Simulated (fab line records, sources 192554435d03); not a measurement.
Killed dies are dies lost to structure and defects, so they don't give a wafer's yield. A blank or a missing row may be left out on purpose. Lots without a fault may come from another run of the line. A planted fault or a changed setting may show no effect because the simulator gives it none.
fab line records | flow n5_finfet
record lots=11 wafers=32 last_day=18
route steps=1938 shown SD_EPI_P@320 BEOL_M4@1079 PASSIVATION@1936
lots that met no fault: from a run of the same line without faults
start_h: hours from the record's first day to the start of the lot's first wafer shown | wait_h: hours since the lot's step before | " the same as in the row above | L1.1+2: a row that stands for several wafers | - no value, or no start given | * or withheld: withheld | < > ~ a bound
route shown NAME@n: a module of which the file shows steps, and the number in the route of the first | usual: mean/standard deviation of fault-free wafers | same: alike in all rows | chamber/n: place in a boat | sites: the reading at each site | _std_site: their standard deviation | _edge_site: outer sites' mean less inner sites' | radius_mm: how far each site lies from the wafer's centre | mask NAME#n: copy n | behind: the tool/chamber that last shaped the wafer | hold: why the lot was held/for how many hours/how that ended | device: the transistor (n, p or np) that didn't switch | end of line: the same wafers' tests at the end of the route | a step without rows: its recipe alone | killed: dies lost to structure and defects at the first sort, not the wafer's yield | map: a wafer's dies, x killed, . not, _ none there
set.NAME: the setting as run; set.NAME@STEP: as run at that earlier step | model.NAME: the simulator's own value behind a step, which no gauge read
steps of the route over a sample of lots; a table a step, a row a wafer
services: from which hour (start_h, from the record's first day; less than 0 if before it) a tool's chamber was out of use, for how many hours, and why
## steps
# step N5_SD_EPI_P_VAPOR_ETCH_44
# recipe chemistry=NF3/Ar target=SiGe30 temp_c=25 time_s=3.3 mode=isotropic
# columns lot.wafer tool chamber start_h wait_h
L361.3+4+6 epi_rpcvd-02 0 53.68 0.2
L362.1+3+5 epi_rpcvd-04 0 62.99 0.2
L363.1+4+6 epi_rpcvd-03 0 70.97 0.1
L364.3+4+6 epi_rpcvd-02 0 72.67 0.2
L365.2+3+6 epi_rpcvd-03 0 82.81 0.1
L368.3+5+6 epi_rpcvd-02 0 102.18 0.2
L378.1+2+4 epi_rpcvd-03 0 157.90 0.1
L381.3+4+6 epi_rpcvd-04 0 174.97 0.2
L382.2+5+6 epi_rpcvd-04 0 182.40 0.3
L383.3+5+6 epi_rpcvd-02 0 188.20 0.1
L384.2+5 epi_rpcvd-04 0 196.12 0.3
# step N5_BEOL_M4_DEGAS_44
# recipe ambient=vacuum temp_c=250 time_s=60
# usual heater_power_w=337/23
# columns lot.wafer tool chamber start_h wait_h heater_power_w
L361.3 pvd_sputter-03 - 176.17 0.1 355
L361.4 " - " " 287
L361.6 " - " " 340
L362.1 pvd_sputter-03 - 185.13 0.4 350
L362.3 " - " " 335
L362.5 " - " " 289
L363.1 pvd_sputter-03 - 185.41 0.6 285
L363.4 " - " " 360
L363.6 " - " " 337
L364.3 pvd_sputter-01 - 203.23 0.3 354
L364.4 " - " " 312
L364.6 " - " " 351
L365.2 pvd_sputter-02 - 211.92 0.2 321
L365.3 " - " " 314
L365.6 " - " " 362
L368.3 pvd_sputter-03 - 218.68 0.0 333
L368.5 " - " " 370
L368.6 " - " " 338
L378.1 pvd_sputter-01 - 296.79 1.0 355
L378.2 " - " " 313
L378.4 " - " " 365
L381.3 pvd_sputter-01 - 303.09 1.2 342
L381.4 " - " " 368
L381.6 " - " " 347
L383.3 pvd_sputter-03 - 304.54 0.4 294
L383.5 " - " " 333
L383.6 " - " " 358
L382.2 pvd_sputter-03 - 304.92 0.4 359
L382.5 " - " " 338
L382.6 " - " " 293
L384.2 pvd_sputter-03 - 314.90 0.2 337
L384.5 " - " " 291
# step N5_BEOL_M4_SPUTTER_90
# recipe material=Cu target_thk_a=45 temp_c=-20 chamber_pressure_pa=0.07 power_w=withheld time_s=8.29
# usual throttle_valve_pct=29.8/0.8
# columns lot.wafer tool chamber start_h wait_h throttle_valve_pct
L361.3 pvd_sputter-02 - 178.29 0.1 29.7
L361.4 " - " " 30.9
L361.6 " - " " 30.4
L362.1 pvd_sputter-02 - 186.89 0.1 30.7
L362.3 " - " " 30.4
L362.5 " - " " 30.9
L363.1 pvd_sputter-01 - 187.35 0.1 28.5
L363.4 " - " " 30.0
L363.6 " - " " 28.8
L364.3 pvd_sputter-01 - 204.88 0.1 30.3
L364.4 " - " " 28.6
L364.6 " - " " 28.3
L365.2 pvd_sputter-02 - 213.68 0.1 29.6
L365.3 " - " " 30.3
L365.6 " - " " 29.8
L368.3 pvd_sputter-03 - 221.81 0.1 29.4
L368.5 " - " " 29.1
L368.6 " - " " 30.8
L378.1 pvd_sputter-01 - 299.33 0.1 28.3
L378.2 " - " " 30.2
L378.4 " - " " 29.7
L381.3 pvd_sputter-01 - 304.87 0.1 28.5
L381.4 " - " " 30.2
L381.6 " - " " 28.4
L383.3 pvd_sputter-02 - 306.41 0.1 30.7
L383.5 " - " " 30.3
L383.6 " - " " 29.9
L382.2 pvd_sputter-01 - 306.97 0.1 30.1
L382.5 " - " " 28.9
L382.6 " - " " 30.5
L384.2 pvd_sputter-03 - 316.94 0.1 30.7
L384.5 " - " " 28.6
# step N5_BEOL_M4_SPUTTER_92
# recipe material=Cu target_thk_a=45 temp_c=-20 chamber_pressure_pa=0.07 power_w=withheld time_s=8.29
# usual throttle_valve_pct=29.8/0.85
# columns lot.wafer tool chamber start_h wait_h throttle_valve_pct
L361.3 pvd_sputter-02 - 178.51 0.1 29.9
L361.4 " - " " 30.9
L361.6 " - " " 30.4
L362.1 pvd_sputter-02 - 187.11 0.1 30.9
L362.3 " - " " 30.3
L362.5 " - " " 30.6
L363.1 pvd_sputter-01 - 187.57 0.1 28.3
L363.4 " - " " 30.1
L363.6 " - " " 28.7
L364.3 pvd_sputter-01 - 205.10 0.1 30.5
L364.4 " - " " 28.5
L364.6 " - " " 28.4
L365.2 pvd_sputter-02 - 213.90 0.1 29.6
L365.3 " - " " 30.5
L365.6 " - " " 29.6
L368.3 pvd_sputter-03 - 222.03 0.1 29.3
L368.5 " - " " 29.1
L368.6 " - " " 31.0
L378.1 pvd_sputter-01 - 299.55 0.1 28.2
L378.2 " - " " 30.6
L378.4 " - " " 30.0
L381.3 pvd_sputter-01 - 305.09 0.1 28.2
L381.4 " - " " 30.1
L381.6 " - " " 28.5
L383.3 pvd_sputter-02 - 306.65 0.1 30.7
L383.5 " - " " 30.3
L383.6 " - " " 29.5
L382.2 pvd_sputter-01 - 307.19 0.1 30.0
L382.5 " - " " 29.0
L382.6 " - " " 30.6
L384.2 pvd_sputter-03 - 317.16 0.1 30.9
L384.5 " - " " 28.5
# step N5_BEOL_M4_RC_MEAS_101
# usual DIBL_N=36.0/2.5 DIBL_P=36.2/3 IOFF_N=0.16/0.044 IOFF_P=0.21/0.049 IOFF_P_85C=3.7/0.7 IOFF_P_LIN=0.100/0.017 ION_N=671/15 ION_P=461/8.7 REXT_P=100.4/2.3 SS_N=71.5/0.72 SS_P=73.4/0.9 VT_N=251/4.4 VT_P=-250/4 VT_P_LVT=-99/3.9
# columns lot.wafer tool chamber start_h wait_h DIBL_N[mV/V] DIBL_P[mV/V] IOFF_N[nA/um] IOFF_P[nA/um] IOFF_P_85C[nA/um] IOFF_P_LIN[nA/um] ION_N[uA/um] ION_P[uA/um] REXT_P[ohm.um] SS_N[mV/dec] SS_P[mV/dec] VT_N[mV] VT_P[mV] VT_P_LVT[mV]
L361.3 prober-01 0 180.36 0.3 34.7 33.8 0.13 0.20 3.5 0.102 653 456 99.4 71.5 72.0 255 -250 -97
L361.4 " 0 " " 36.7 36.3 0.16 0.24 4.1 0.117 672 469 96.7 71.4 73.8 249 -243 -95
L361.6 " 0 " " 33.9 32.7 0.12 0.19 3.3 0.097 667 468 98.3 71.0 72.1 252 -246 -97
L362.1 prober-02 0 189.25 0.6 34.6 36.4 0.13 0.19 3.3 0.090 652 449 100.0 71.9 73.2 254 -252 -101
L362.3 " 0 " " 33.6 35.3 0.13 0.17 3.1 0.084 660 452 99.1 71.7 73.2 253 -253 -103
L362.5 " 0 " " 33.5 35.5 0.13 0.18 3.2 0.087 652 447 99.3 72.0 73.0 254 -255 -103
L363.1 prober-01 0 189.85 0.8 39.1 39.3 0.23 0.27 4.5 0.121 683 463 101.7 73.2 74.2 247 -246 -94
L363.4 " 0 " " 36.2 36.5 0.17 0.23 3.8 0.108 688 468 100.1 71.3 73.4 248 -248 -96
L363.6 " 0 " " 35.8 34.4 0.16 0.20 3.4 0.097 659 451 102.3 71.9 73.2 249 -248 -98
L364.3 prober-02 0 206.96 0.3 32.7 34.3 0.12 0.18 3.3 0.089 656 455 100.2 70.9 72.2 252 -249 -101
L364.4 " 0 " " 37.3 40.0 0.20 0.24 4.1 0.107 677 459 103.2 72.3 74.3 247 -249 -98
L364.6 " 0 " " 35.7 38.5 0.16 0.24 4.0 0.106 663 461 99.0 71.7 74.3 253 -247 -98
L365.2 prober-01 0 215.59 0.2 37.4 38.6 0.19 0.24 4.0 0.109 694 470 100.5 72.2 73.8 249 -247 -99
L365.3 " 0 " " 38.0 39.2 0.19 0.25 4.1 0.111 670 454 102.1 72.3 73.3 250 -252 -100
L365.6 " 0 " " 38.5 39.4 0.20 0.24 4.0 0.107 678 457 100.1 72.9 74.5 249 -251 -100
L368.3 prober-02 0 223.87 0.3 37.0 36.6 0.16 0.20 3.4 0.093 669 457 101.8 72.0 73.2 254 -252 -101
L368.5 " 0 " " 36.0 35.6 0.14 0.19 3.3 0.091 663 460 99.9 71.0 72.6 255 -251 -100
L368.6 " 0 " " 39.7 40.1 0.21 0.26 4.3 0.112 700 473 101.3 72.0 74.0 246 -249 -96
L378.1 prober-02 0 301.68 0.0 36.5 36.2 0.14 0.20 3.6 0.099 670 456 101.8 71.0 73.2 250 -254 -98
L378.2 " 0 " " 40.5 57.4 0.22 1.65 20.7 0.519 674 540 80.0 72.4 77.8 246 -217 -64
L378.4 " 0 " " 36.9 37.0 0.14 0.22 3.8 0.103 665 464 97.6 71.9 74.0 253 -250 -98
L381.3 prober-02 0 306.95 0.3 36.2 37.6 0.16 0.25 4.3 0.114 674 477 95.6 71.6 73.7 250 -247 -98
L381.4 " 0 " " 33.7 33.4 0.11 0.17 3.1 0.085 657 453 98.7 71.6 72.2 256 -254 -104
L381.6 " 0 " " 39.4 39.8 0.22 0.28 4.8 0.124 694 471 97.8 73.2 73.9 243 -246 -97
L383.3 prober-01 0 308.65 0.3 40.1 40.6 0.25 0.31 5.0 0.130 689 470 98.2 73.0 74.3 245 -242 -94
L383.5 " 0 " " 36.2 35.1 0.13 0.19 3.4 0.093 651 453 100.0 71.1 73.0 255 -252 -100
L383.6 " 0 " " 37.9 37.6 0.19 0.25 4.2 0.113 675 463 99.9 71.8 73.6 246 -246 -96
L382.2 prober-01 0 309.42 0.6 36.4 36.3 0.17 0.25 4.2 0.114 678 473 99.5 72.1 73.6 251 -248 -95
L382.5 " 0 " " 39.7 40.5 0.26 0.34 5.4 0.143 698 475 100.9 72.2 74.3 242 -244 -90
L382.6 " 0 " " 34.3 32.5 0.13 0.18 3.3 0.093 672 460 102.8 70.5 72.5 251 -249 -98
L384.2 prober-02 0 318.85 0.2 37.1 38.2 0.17 0.21 3.7 0.095 685 470 102.0 71.1 74.5 253 -253 -103
L384.5 " 0 " " 34.0 34.5 0.12 0.16 2.9 0.078 675 460 101.5 70.8 73.5 252 -258 -105
# step N5_PASSIVATION_PROBE_49
# usual defect_limited_yield=91.7/1.4 killed_at_M0_to_M3=31/11 killed_at_M4_up=13/4.6 killed_at_contacts=13/6.7 killed_at_front_end=39/9.6 killed_at_other=3.5/2.8 killed_dies=98/16 killed_open=64/11 killed_short=33/8.5 sort_bin_4_leakage=0.00/0.032 sort_bin_5_function=4.9/0.96 sort_bin_6_memory=3.1/0.59 sort_bin_8_speed=0.2/1.3 sort_n_pass=1080/23
# same gross_dies=1180 killed_at_back_side=0
# columns lot.wafer tool chamber start_h wait_h defect_limited_yield[%] killed_at_M0_to_M3 killed_at_M4_up killed_at_contacts killed_at_front_end killed_at_other killed_dies killed_open killed_short sort_bin_4_leakage[%] sort_bin_5_function[%] sort_bin_6_memory[%] sort_bin_8_speed[%] sort_n_pass
L361.3 prober-02 - 277.82 0.1 89.9 38 19 19 39 4 119 80 39 0 5.8 3.9 0.1 1060
L361.4 prober-02 - 277.87 0.2 90.7 52 10 17 30 1 110 82 24 0 6.1 3.0 0 1070
L361.6 prober-02 - 277.97 0.3 93.0 36 7 11 29 0 83 53 27 0 3.8 3.1 0 1097
L363.1 prober-01 - 294.73 0.0 94.2 17 9 12 28 3 69 46 23 0 3.4 2.1 0 1111
L363.4 prober-01 - 294.88 0.2 94.8 22 7 11 18 3 61 48 12 0 3.6 1.5 0 1119
L363.6 prober-01 - 294.98 0.3 90.9 16 25 22 44 0 107 56 50 0 5.5 3.1 0 1073
L362.1 prober-01 - 301.86 0.2 92.8 22 16 2 41 4 85 65 20 0 4.4 2.6 0 1095
L362.3 prober-01 - 301.96 0.3 93.7 20 15 4 29 6 74 51 23 0 3.2 2.8 0 1106
L362.5 prober-01 - 302.06 0.4 93.0 32 11 3 32 5 83 47 35 0 4.0 2.8 0 1097
L364.3 prober-01 - 310.60 0.1 91.3 28 20 28 26 1 103 68 32 0 4.4 3.8 0.3 1077
L364.4 prober-01 - 310.65 0.2 91.9 28 14 15 33 6 96 61 35 0 4.4 3.4 0 1084
L364.6 prober-01 - 310.75 0.3 92.9 22 8 19 33 2 84 59 25 0 4.5 2.5 0 1096
L365.2 prober-01 - 319.20 0.1 91.0 34 18 9 38 7 106 77 29 0 5.5 3.3 0 1074
L365.3 prober-01 - 319.25 0.1 92.2 21 7 19 41 4 92 69 23 0 4.6 3.1 0 1088
L365.6 prober-01 - 319.40 0.3 91.4 27 11 11 45 7 101 68 33 0 4.7 3.4 0 1079
L368.3 prober-02 - 337.86 0.1 90.2 34 13 10 58 1 116 71 36 0 5.6 3.2 0 1064
L368.5 prober-02 - 337.96 0.2 91.4 35 7 13 44 3 102 54 46 0 5.7 2.5 0 1078
L368.6 prober-02 - 338.01 0.3 92.1 31 4 7 50 1 93 50 37 0 4.5 2.5 0 1087
L378.1 prober-01 - 409.27 0.0 90.8 35 14 10 49 1 109 76 33 0 5.7 3.4 0 1071
L378.2 prober-01 - 409.32 0.1 92.1 33 9 11 32 8 93 53 38 92.12 4.0 3.7 0 0
L378.4 prober-01 - 409.42 0.2 87.9 57 13 17 54 2 143 90 52 0 6.3 5.4 0 1037
L383.3 prober-01 - 410.91 0.1 93.2 18 21 7 34 0 80 60 19 0 4.3 2.2 0 1100
L383.5 prober-01 - 411.01 0.2 92.7 14 17 15 39 1 86 61 24 0 4.8 2.3 0.1 1093
L383.6 prober-01 - 411.06 0.3 93.5 18 12 9 36 2 77 56 19 0 3.8 2.6 0 1103
L382.2 prober-01 - 414.12 0.1 91.2 43 12 16 30 3 104 67 37 0 5.9 2.5 0 1076
L382.5 prober-01 - 414.27 0.2 91.8 42 5 3 45 2 97 52 45 0 4.6 3.2 0 1083
L382.6 prober-01 - 414.32 0.3 90.7 32 13 9 53 3 110 72 37 0 6.9 2.3 0 1070
L381.3 prober-01 - 414.47 0.3 91.9 21 16 2 52 5 96 58 32 0 4.9 2.8 0 1084
L381.4 prober-01 - 414.52 0.3 91.7 17 18 6 57 0 98 69 28 0 5.2 3.0 0 1082
L381.6 prober-01 - 414.62 0.4 90.1 34 21 14 44 4 117 85 30 0 6.4 3.3 0 1063
L384.2 prober-01 - 422.93 0.1 91.5 24 12 18 40 6 100 69 31 0 4.5 3.7 0 1080
L384.5 prober-01 - 423.08 0.2 90.3 36 21 23 32 3 115 70 45 0 6.2 3.1 0 1065
# killed by level:class
L361.3 STI_FIN_REVEAL:geometric_particle:open=17 MOL_CONTACT_COAG:geometric_particle:open=10 FIN_SAQP:geometric_particle:short=9 MOL_CONTACT_COAG:geometric_particle:short=9 BEOL_M1:geometric_particle:open=9 BEOL_M4:geometric_particle:open=9 BEOL_M0_SAQP:geometric_particle:open=8 BEOL_M3:geometric_particle:open=6
L361.4 BEOL_M2:geometric_particle:open=17 MOL_CONTACT_COAG:geometric_particle:open=16 BEOL_M1:geometric_particle:open=15 BEOL_M3:geometric_particle:open=10 STI_FIN_REVEAL:geometric_particle:open=7 DUMMY_GATE:geometric_particle:open=4 BEOL_M0_SAQP:geometric_particle:short=4 BEOL_M4:geometric_particle:open=4
L361.6 STI_FIN_REVEAL:geometric_particle:open=12 BEOL_M2:geometric_particle:open=11 MOL_CONTACT_COAG:geometric_particle:open=8 BEOL_M0_SAQP:geometric_particle:short=7 BEOL_M3:geometric_particle:open=5 GATE_CUT:geometric_particle:short=4 BEOL_M1:geometric_particle:open=3 MOL_CONTACT_COAG:geometric_particle:short=3
L363.1 MOL_CONTACT_COAG:geometric_particle:open=8 FIN_SAQP:geometric_particle:short=5 GATE_CUT:geometric_particle:open=5 BEOL_M1:geometric_particle:open=5 GATE_CUT:geometric_particle:short=4 MOL_CONTACT_COAG:geometric_particle:short=4 BEOL_M0_SAQP:geometric_particle:open=4 BEOL_M0:geometric_particle:open=4
L363.4 BEOL_M2:geometric_particle:open=11 MOL_CONTACT_COAG:geometric_particle:open=9 FIN_SAQP:geometric_particle:open=4 STI_FIN_REVEAL:geometric_particle:open=4 GATE_CUT:geometric_particle:open=4 BEOL_M0:geometric_particle:open=3 BEOL_M6:geometric_particle:open=2 BEOL_M1:geometric_particle:short=2
L363.6 FIN_SAQP:geometric_particle:short=15 MOL_CONTACT_COAG:geometric_particle:open=15 GATE_CUT:geometric_particle:short=7 MOL_CONTACT_COAG:geometric_particle:short=6 BEOL_M4:geometric_particle:open=5 BEOL_M5:geometric_particle:open=5 STARTING-WAFER:geometric_particle:short=5 BEOL_M1:geometric_particle:open=4
L362.1 STI_FIN_REVEAL:geometric_particle:open=19 BEOL_M1:geometric_particle:open=9 BEOL_M4:geometric_particle:open=5 DUMMY_GATE:geometric_particle:open=4 GATE_CUT:geometric_particle:short=4 BEOL_M8:geometric_particle:open=4 BEOL_M0_SAQP:geometric_particle:open=4 STARTING-WAFER:geometric_particle:short=4
L362.3 STI_FIN_REVEAL:geometric_particle:open=10 BEOL_M1:geometric_particle:open=7 BEOL_M4:geometric_particle:open=5 FIN_SAQP:geometric_particle:short=4 STI_FIN_REVEAL:geometric_particle:short=3 MOL_CONTACT_COAG:geometric_particle:open=3 BEOL_M2:geometric_particle:open=3 FIN_SAQP:geometric_particle:open=2
L362.5 STI_FIN_REVEAL:geometric_particle:open=13 BEOL_M0_SAQP:geometric_particle:short=8 FIN_SAQP:geometric_particle:short=5 BEOL_M0_SAQP:geometric_particle:open=5 BEOL_M1:geometric_particle:open=5 BEOL_M1:geometric_particle:short=4 BEOL_M2:geometric_particle:open=4 GATE_CUT:geometric_particle:short=3
L364.3 MOL_CONTACT_COAG:geometric_particle:open=22 BEOL_M3:geometric_particle:open=9 BEOL_M4:geometric_particle:open=8 MOL_CONTACT_COAG:geometric_particle:short=6 BEOL_M2:geometric_particle:open=6 FIN_SAQP:geometric_particle:open=5 FIN_SAQP:geometric_particle:short=5 STI_FIN_REVEAL:geometric_particle:open=5
L364.4 BEOL_M4:geometric_particle:open=11 GATE_CUT:geometric_particle:short=11 MOL_CONTACT_COAG:geometric_particle:open=11 BEOL_M3:geometric_particle:open=6 FIN_SAQP:geometric_particle:short=5 STI_FIN_REVEAL:geometric_particle:open=5 BEOL_M0_SAQP:geometric_particle:short=5 MOL_CONTACT_COAG:geometric_particle:short=4
L364.6 MOL_CONTACT_COAG:geometric_particle:open=13 STI_FIN_REVEAL:geometric_particle:open=12 BEOL_M0_SAQP:geometric_particle:open=9 MOL_CONTACT_COAG:geometric_particle:short=6 GATE_CUT:geometric_particle:open=4 GATE_CUT:geometric_particle:short=4 BEOL_M3:geometric_particle:open=4 STARTING-WAFER:geometric_particle:short=4
L365.2 STI_FIN_REVEAL:geometric_particle:open=9 BEOL_M3:geometric_particle:open=9 BEOL_M4:geometric_particle:open=9 MOL_CONTACT_COAG:geometric_particle:open=8 BEOL_M1:geometric_particle:open=8 FIN_SAQP:geometric_particle:open=7 GATE_CUT:geometric_particle:short=7 DUMMY_GATE:geometric_particle:open=4
L365.3 MOL_CONTACT_COAG:geometric_particle:open=18 GATE_CUT:geometric_particle:short=9 DUMMY_GATE:geometric_particle:open=7 STI_FIN_REVEAL:geometric_particle:open=6 FIN_SAQP:geometric_particle:open=5 BEOL_M0:geometric_particle:open=5 STARTING-WAFER:geometric_particle:open=5 BEOL_M1:geometric_particle:open=4
L365.6 STI_FIN_REVEAL:geometric_particle:open=16 MOL_CONTACT_COAG:geometric_particle:open=10 BEOL_M0_SAQP:geometric_particle:open=9 BEOL_M0_SAQP:geometric_particle:short=8 GATE_CUT:geometric_particle:open=7 FIN_SAQP:geometric_particle:short=5 FIN_SAQP:geometric_particle:open=4 BEOL_M0:geometric_particle:open=4
L368.3 FIN_SAQP:geometric_particle:open=14 FIN_SAQP:geometric_particle:short=8 MOL_CONTACT_COAG:geometric_particle:open=8 STI_FIN_REVEAL:geometric_particle:open=7 BEOL_M0_SAQP:geometric_particle:open=7 BEOL_M3:geometric_particle:open=7 BEOL_M4:geometric_particle:open=7 HKMG_FIN:area_etch=7
L368.5 BEOL_M0_SAQP:geometric_particle:short=16 FIN_SAQP:geometric_particle:open=10 STI_FIN_REVEAL:geometric_particle:open=9 MOL_CONTACT_COAG:geometric_particle:open=9 FIN_SAQP:geometric_particle:short=7 BEOL_M0_SAQP:geometric_particle:open=7 BEOL_M4:geometric_particle:open=5 MOL_CONTACT_COAG:geometric_particle:short=4
L368.6 BEOL_M0_SAQP:geometric_particle:open=13 GATE_CUT:geometric_particle:short=9 FIN_SAQP:geometric_particle:short=7 FIN_SAQP:geometric_particle:open=6 STI_FIN_REVEAL:geometric_particle:open=6 HKMG_FIN:area_etch=6 BEOL_M3:geometric_particle:open=5 MOL_CONTACT_COAG:geometric_particle:open=4
L378.1 STI_FIN_REVEAL:geometric_particle:open=13 MOL_CONTACT_COAG:geometric_particle:open=8 BEOL_M3:geometric_particle:open=8 BEOL_M1:geometric_particle:open=7 FIN_SAQP:geometric_particle:open=6 FIN_SAQP:geometric_particle:short=5 BEOL_M0_SAQP:geometric_particle:open=5 BEOL_M5:geometric_particle:open=5
L378.2 FIN_SAQP:geometric_particle:short=15 BEOL_M3:geometric_particle:open=8 MOL_CONTACT_COAG:geometric_particle:open=8 BEOL_M0_SAQP:geometric_particle:open=7 BEOL_M0_SAQP:geometric_particle:short=6 FIN_SAQP:geometric_particle:open=5 DUMMY_GATE:geometric_particle:open=3 MOL_CONTACT_COAG:geometric_particle:short=3
L378.4 BEOL_M0_SAQP:geometric_particle:short=16 BEOL_M0_SAQP:geometric_particle:open=15 FIN_SAQP:geometric_particle:open=14 MOL_CONTACT_COAG:geometric_particle:open=14 FIN_SAQP:geometric_particle:short=12 DUMMY_GATE:geometric_particle:open=8 BEOL_M3:geometric_particle:open=8 STI_FIN_REVEAL:geometric_particle:open=7
L383.3 BEOL_M4:geometric_particle:open=11 STI_FIN_REVEAL:geometric_particle:open=9 FIN_SAQP:geometric_particle:open=6 BEOL_M1:geometric_particle:open=5 DUMMY_GATE:geometric_particle:open=4 GATE_CUT:geometric_particle:short=4 MOL_CONTACT_COAG:geometric_particle:open=4 STARTING-WAFER:geometric_particle:short=4
L383.5 MOL_CONTACT_COAG:geometric_particle:open=14 FIN_SAQP:geometric_particle:open=10 BEOL_M4:geometric_particle:open=10 DUMMY_GATE:geometric_particle:open=8 STI_FIN_REVEAL:geometric_particle:open=5 BEOL_M0_SAQP:geometric_particle:short=4 STARTING-WAFER:geometric_particle:open=4 FIN_SAQP:geometric_particle:short=3
L383.6 FIN_SAQP:geometric_particle:open=17 BEOL_M0_SAQP:geometric_particle:open=6 MOL_CONTACT_COAG:geometric_particle:open=6 BEOL_M4:geometric_particle:open=6 FIN_SAQP:geometric_particle:short=5 BEOL_M1:geometric_particle:open=5 STARTING-WAFER:geometric_particle:short=4 DUMMY_GATE:geometric_particle:open=3
L382.2 BEOL_M3:geometric_particle:open=15 MOL_CONTACT_COAG:geometric_particle:open=12 BEOL_M1:geometric_particle:open=7 FIN_SAQP:geometric_particle:short=5 BEOL_M0_SAQP:geometric_particle:short=5 BEOL_M0_SAQP:geometric_particle:open=5 STARTING-WAFER:geometric_particle:short=5 DUMMY_GATE:geometric_particle:open=4
L382.5 GATE_CUT:geometric_particle:short=13 BEOL_M0_SAQP:geometric_particle:open=13 BEOL_M0_SAQP:geometric_particle:short=10 STARTING-WAFER:geometric_particle:short=8 FIN_SAQP:geometric_particle:open=7 BEOL_M3:geometric_particle:open=7 FIN_SAQP:geometric_particle:short=4 GATE_CUT:geometric_particle:open=4
L382.6 FIN_SAQP:geometric_particle:short=10 FIN_SAQP:geometric_particle:open=9 STI_FIN_REVEAL:geometric_particle:open=9 DUMMY_GATE:geometric_particle:open=8 BEOL_M0_SAQP:geometric_particle:short=8 BEOL_M3:geometric_particle:open=5 MOL_CONTACT_COAG:geometric_particle:open=5 BEOL_M0:geometric_particle:open=5
L381.3 STI_FIN_REVEAL:geometric_particle:open=11 FIN_SAQP:geometric_particle:short=10 FIN_SAQP:geometric_particle:open=9 BEOL_M3:geometric_particle:open=8 GATE_CUT:geometric_particle:short=6 BEOL_M2:geometric_particle:open=5 BEOL_M4:geometric_particle:open=4 GATE_CUT:geometric_particle:open=3
L381.4 STI_FIN_REVEAL:geometric_particle:open=19 BEOL_M4:geometric_particle:open=8 GATE_CUT:geometric_particle:short=7 BEOL_M3:geometric_particle:open=6 FIN_SAQP:geometric_particle:open=5 STI_FIN_REVEAL:geometric_particle:short=5 ILD0:geometric_particle:short=5 GATE_CUT:geometric_particle:open=5
L381.6 STI_FIN_REVEAL:geometric_particle:open=22 BEOL_M4:geometric_particle:open=12 MOL_CONTACT_COAG:geometric_particle:open=11 BEOL_M2:geometric_particle:open=8 BEOL_M3:geometric_particle:open=6 FIN_SAQP:geometric_particle:open=4 GATE_CUT:geometric_particle:short=4 BEOL_M0_SAQP:geometric_particle:open=4
L384.2 STI_FIN_REVEAL:geometric_particle:open=19 MOL_CONTACT_COAG:geometric_particle:open=13 BEOL_M0_SAQP:geometric_particle:short=6 FIN_SAQP:geometric_particle:open=5 MOL_CONTACT_COAG:geometric_particle:short=5 BEOL_M2:geometric_particle:open=5 BEOL_M4:geometric_particle:open=5 STI_FIN_REVEAL:geometric_particle:short=4
L384.5 MOL_CONTACT_COAG:geometric_particle:open=18 BEOL_M0_SAQP:geometric_particle:open=10 BEOL_M4:geometric_particle:open=9 FIN_SAQP:geometric_particle:short=7 STI_FIN_REVEAL:geometric_particle:open=7 BEOL_M0_SAQP:geometric_particle:short=7 BEOL_M1:geometric_particle:open=7 MOL_CONTACT_COAG:geometric_particle:short=5
## services
# columns tool chamber start_h hours kind
epi_rpcvd-02 - 34.84 2.3 repair
pvd_sputter-03 - 88.24 4.1 repair
pvd_sputter-01 - 103.56 0.8 repair
pvd_sputter-01 - 112.07 4.3 repair
epi_rpcvd-02 - 117.95 14.6 pm
pvd_sputter-02 - 134.70 2.2 repair
epi_rpcvd-03 - 137.65 2.8 pm
pvd_sputter-01 - 138.71 1.8 repair
epi_rpcvd-02 - 166.86 2.8 pm
epi_rpcvd-02 - 232.01 1.4 repair
## key
first_sign step=N5_BEOL_M4_RC_MEAS_101 reading=IOFF_P direction=up sigmas=30 usual=0.21 struck=1.65
effect step=N5_BEOL_M4_RC_MEAS_101 reading=IOFF_P_LIN direction=up sigmas=24 usual=0.100 struck=0.519
effect step=N5_BEOL_M4_RC_MEAS_101 reading=IOFF_P_85C direction=up sigmas=24 usual=3.7 struck=20.7
effect step=N5_BEOL_M4_RC_MEAS_101 reading=ION_P direction=up sigmas=9.2 usual=461 struck=540
effect step=N5_BEOL_M4_RC_MEAS_101 reading=VT_P_LVT direction=up sigmas=8.9 usual=-99 struck=-64
effect step=N5_BEOL_M4_RC_MEAS_101 reading=REXT_P direction=down sigmas=8.8 usual=100.4 struck=80.0
effect step=N5_BEOL_M4_RC_MEAS_101 reading=VT_P direction=up sigmas=8.4 usual=-250 struck=-217
effect step=N5_BEOL_M4_RC_MEAS_101 reading=DIBL_P direction=up sigmas=7.2 usual=36.2 struck=57.4
effect step=N5_BEOL_M4_RC_MEAS_101 reading=SS_P direction=up sigmas=4.9 usual=73.4 struck=77.8
effect step=N5_PASSIVATION_PROBE_49 reading=sort_bin_4_leakage direction=up sigmas=99+ usual=0.00 struck=92.12
met_at N5_SD_EPI_P_VAPOR_ETCH_44
struck_lots L378
struck_wafers L378.2
not_acting_at N5_BEOL_M4_DEGAS_44,N5_BEOL_M4_SPUTTER_90,N5_BEOL_M4_SPUTTER_92
onset_between 82.81 157.90
fault kind=process_parameter_drift tool=epi_rpcvd-03 chamber=- onset_h=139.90 steps=N5_SD_EPI_P_VAPOR_ETCH_44 channel=time_s offset=* shape=step end_h=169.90 scope=struck_wafers_only acts_in=* stated=*
